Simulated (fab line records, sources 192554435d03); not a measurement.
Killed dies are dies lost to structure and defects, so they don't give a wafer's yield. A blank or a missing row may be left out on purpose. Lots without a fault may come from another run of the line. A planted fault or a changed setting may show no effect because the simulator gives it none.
Chamber matching | flow n5_finfet | N5_BEOL_M7_DEP_56 on pecvd-01: 3 sister chambers
The step deposits SiCN from 3MS/NH3, target thk 10 nm, time 17.5 s. 3 wafers are shown with their chamber, then 11 later ones without.

WAFERS WITH THEIR CHAMBER
wafer  | chamber | throttle_valve_pct (%)
L086.5 | 2       | 8.4
L087.6 | 1       | 9.2
L093.3 | 0       | 9.1

WAFERS WITHOUT THEIR CHAMBER
wafer  | throttle_valve_pct (%)
L093.5 | 9.0
L093.6 | 8.4
L092.2 | 8.8
L092.4 | 9.1
L092.5 | 8.4
L095.1 | 8.4
L095.2 | 9.3
L095.3 | 9.4
L095.4 | 8.4
L095.5 | 8.8
L095.6 | 9.4

WHICH CHAMBER EACH WENT THROUGH
wafer  | from the rows above          | in truth
L093.5 | can't be placed: 0 or 1      | 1
L093.6 | 2                            | 2
L092.2 | can't be placed: 0 or 1 or 2 | 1
L092.4 | can't be placed: 0 or 1      | 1
L092.5 | 2                            | 2
L095.1 | 2                            | 2
L095.2 | can't be placed: 1 or 0      | 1
L095.3 | can't be placed: 1 or 0      | 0
L095.4 | 2                            | 2
L095.5 | can't be placed: 0 or 1 or 2 | 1
L095.6 | can't be placed: 1 or 0      | 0
Placed correctly: 4 of 11. Can't be placed from these rows: 7 (the true chamber is among the candidates in 7). Placed wrongly: 0.
How it was worked out, from the rows above alone: a wafer's distance from a chamber is the root of the sum, over the readings, of the square of ((its reading less the chamber's mean) divided by the reading's scatter). The wafer belongs to the nearest chamber; if the next one is less than 2 further off, it can't be placed. A chamber's mean is the mean of its shown wafers. The scatter: with one shown wafer a chamber, the root of the mean of the squares of how far each hidden wafer lies from its nearest shown one.
